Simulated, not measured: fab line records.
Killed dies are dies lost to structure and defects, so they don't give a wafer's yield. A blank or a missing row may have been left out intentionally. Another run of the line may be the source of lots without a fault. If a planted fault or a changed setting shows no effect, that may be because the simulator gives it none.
Commonality check across tools	flow n5Finfet	Sampled: 11 lots, 32 wafers

== WHAT PROMPTED THE OPENING ==
Of 11 lots, 2 have the reading V12_OVL flagged at N5_BEOL_M13_OVL_MEAS_11. Fault-free wafers read 1 nm, with a standard deviation of 5.9.
Rule: flag the lot when none of its wafers has a number, or when each of its wafers that has one lies beyond 4 standard deviations from that mean. The other lots count as sound.

lot	measured	on	V12_OVL (nm), wafer by wafer	flag
L363	day 10 21:38	overlay-02	6 3 11	
L364	day 11 05:07	overlay-01	11 8 10	
L365	day 11 14:53	overlay-02	0 3 -1	
L369	day 12 11:02	overlay-01	-1 -5 -5	
L371	day 12 18:33	overlay-02	0 2 -7	
L370	day 13 05:12	overlay-01	8 16 7	
L375	day 14 09:25	overlay-02	69 66 75	FLAGGED
L376	day 14 20:43	overlay-01	77 63	FLAGGED
L378	day 15 08:07	overlay-02	4 -5 3	
L380	day 15 15:28	overlay-01	3 -1 -1	
L381	day 15 20:58	overlay-01	-3 2 -7	
The mean of the flagged lots' numbers is 70 nm, +69 nm from the usual (+12 standard deviations).

== LOT BY LOT: THE TOOL USED ==
3 process steps preceding the reading are held in the record, out of 1938 steps in the route. In each cell: the tool, then ch and the chambers that the sampled wafers went through, then the start.
lot	flag	N5_BEOL_M12_ETCH_38	N5_BEOL_M13_ILD_DEP_00	N5_BEOL_M13_EXPOSE_07
L363		rieDiel-03 ch 0,1,2, day 10 19:15	pecvd-02 ch 0,1,2, day 10 21:09	krfScanner-01 ch 0, day 10 21:27
L364		rieDiel-03 ch 0,1,2, day 11 02:38	pecvd-03 ch 1,2, day 11 04:34	krfScanner-02 ch 0, day 11 04:55
L365		rieDiel-02 ch 0,3, day 11 12:29	pecvd-03 ch 0,1,2, day 11 14:17	krfScanner-01 ch 0, day 11 14:41
L369		rieDiel-04 ch 1,2, day 12 07:29	pecvd-03 ch 0,1, day 12 10:26	krfScanner-02 ch 0, day 12 10:50
L371		rieDiel-03 ch 0,1,2, day 12 16:17	pecvd-03 ch 0,1,2, day 12 17:56	krfScanner-01 ch 0, day 12 18:21
L370		rieDiel-02 ch 0,2,3, day 13 02:44	pecvd-03 ch 0,1, day 13 04:35	krfScanner-02 ch 0, day 13 05:00
L375	FLAGGED	rieDiel-02 ch 1,2,3, day 14 06:44	pecvd-01 ch 0,2, day 14 08:56	krfScanner-01 ch 0, day 14 09:13
L376	FLAGGED	rieDiel-02 ch 0,1, day 14 18:40	pecvd-03 ch 0,2, day 14 20:10	krfScanner-01 ch 0, day 14 20:31
L378		rieDiel-03 ch 1,3, day 15 05:28	pecvd-01 ch 0,1, day 15 07:26	krfScanner-02 ch 0, day 15 07:54
L380		rieDiel-02 ch 2,3, day 15 13:20	pecvd-02 ch 0,1, day 15 14:59	krfScanner-02 ch 0, day 15 15:16
L381		rieDiel-02 ch 0,2,3, day 15 18:33	pecvd-02 ch 0,2, day 15 20:21	krfScanner-02 ch 0, day 15 20:46
What these steps do:
- N5_BEOL_M12_ETCH_38: etches SiCN in CF4/N2, target depth 68.7 nm, time 73.4 s.
- N5_BEOL_M13_ILD_DEP_00: deposits SiOC from DEMS/O2, target thk 837.92 nm, time 166.4 s.
- N5_BEOL_M13_EXPOSE_07: exposes mask V12.
- N5_BEOL_M13_OVL_MEAS_11

== FLAGGED OVER TOTAL, TOOL BY TOOL (the gauges that took the reading come last) ==
step	tool	lots run	flagged	share of the flagged lots	sound lots run after its first flagged lot
N5_BEOL_M12_ETCH_38	rieDiel-02	6	2	all	2 (L380,L381)
N5_BEOL_M12_ETCH_38	rieDiel-03	4	0	none	-
N5_BEOL_M12_ETCH_38	rieDiel-04	1	0	none	-
N5_BEOL_M13_ILD_DEP_00	pecvd-01	2	1	some	1 (L378)
N5_BEOL_M13_ILD_DEP_00	pecvd-02	3	0	none	-
N5_BEOL_M13_ILD_DEP_00	pecvd-03	6	1	some	0
N5_BEOL_M13_EXPOSE_07	krfScanner-01	5	2	all	0
N5_BEOL_M13_EXPOSE_07	krfScanner-02	6	0	none	-
N5_BEOL_M13_OVL_MEAS_11	overlay-01	6	1	some	2 (L380,L381)
N5_BEOL_M13_OVL_MEAS_11	overlay-02	5	1	some	1 (L378)

== WHAT THE TABLE ALLOWS ==
Rows of the table that ran all the flagged lots, 2 in number: rieDiel-02 at N5_BEOL_M12_ETCH_38; krfScanner-01 at N5_BEOL_M13_EXPOSE_07.
- rieDiel-02 at N5_BEOL_M12_ETCH_38 ran 6 lots, 2 of them flagged. After the first flagged lot (L380, L381), sound lots still ran on it; a lasting fault on the whole tool would not permit that.
- krfScanner-01 at N5_BEOL_M13_EXPOSE_07 ran 5 lots, 2 of them flagged. A fault beginning between L371 (day 12 18:21), its last sound lot, and L375 (day 14 09:13), its first flagged one, fits the data.
Just one tool remains: krfScanner-01 at N5_BEOL_M13_EXPOSE_07.

== WHAT THE SIMULATOR HAD PUT IN ==
Scanner matching overlay: krfScanner-01, from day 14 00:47 on, at N5_BEOL_M13_EXPOSE_07. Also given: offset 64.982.
Lots struck among those shown: L375, L376. This agrees with what the rule above found.
